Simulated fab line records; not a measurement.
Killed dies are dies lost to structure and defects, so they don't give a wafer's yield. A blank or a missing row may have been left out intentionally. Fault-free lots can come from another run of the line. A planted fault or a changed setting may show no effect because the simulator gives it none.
The tool behind it: which one? / flow nand harc / 6 lots with 18 wafers sampled at 2 steps, on a route of 1302 steps

## WHAT THE GAUGES READ, wafer by wafer
NHARC_A_ONON_D1_THK_MEAS_34: measures by ellipsometry.
lot=L222; measured=day 8 12:38; on=film metro-01; thk nm (nm)=195.7 196.3 197.5
lot=L225; measured=day 9 17:25; on=film metro-02; thk nm (nm)=196.9 196.4 201.0
lot=L229; measured=day 11 03:41; on=film metro-01; thk nm (nm)=197.7 195.5 196.4
lot=L232; measured=day 12 04:56; on=film metro-01; thk nm (nm)=198.5 196.9 200.0
lot=L242; measured=day 16 15:34; on=film metro-01; thk nm (nm)=194.5 197.0 196.5
lot=L244; measured=day 17 01:07; on=film metro-01; thk nm (nm)=197.2 198.3 201.2

## WHAT TOOL EACH LOT RAN ON (gives the tool, then ch and the chambers of the sampled wafers, and finally the start)
lot=L222; NHARC_A_ONON_D1_DEP_33=pecvd-02 ch 0,1, day 8 12:13
lot=L225; NHARC_A_ONON_D1_DEP_33=pecvd-02 ch 0,1,2, day 9 17:03
lot=L229; NHARC_A_ONON_D1_DEP_33=pecvd-02 ch 0,1, day 11 03:19
lot=L232; NHARC_A_ONON_D1_DEP_33=pecvd-03 ch 0,1, day 12 04:34
lot=L242; NHARC_A_ONON_D1_DEP_33=pecvd-02 ch 0,2, day 16 15:05
lot=L244; NHARC_A_ONON_D1_DEP_33=pecvd-02 ch 0,1,2, day 17 00:47
- NHARC_A_ONON_D1_DEP_33: deposits SiO2, target thk 200 nm.

## THE ANSWER, worked out from the rows above alone
Rule: the usual values come from the lots themselves. The widest of any qualifying gaps counts: lots, ordered by their means at a reading, are off when they make up no more than a third of the lots, leave a main group of 4 or more, and stand apart from it by 3 or more times the standard deviation of that group's means. Not used: any main group whose means are identical at the precision the tables above print for the reading. A lot without any number at a reading at which 4 lots or more have one is off too. All remaining lots with rows at the step are treated as sound.
No lot is off on any of the readings shown, so nothing can be concluded from this.

## WHAT THE SIMULATOR PUT IN
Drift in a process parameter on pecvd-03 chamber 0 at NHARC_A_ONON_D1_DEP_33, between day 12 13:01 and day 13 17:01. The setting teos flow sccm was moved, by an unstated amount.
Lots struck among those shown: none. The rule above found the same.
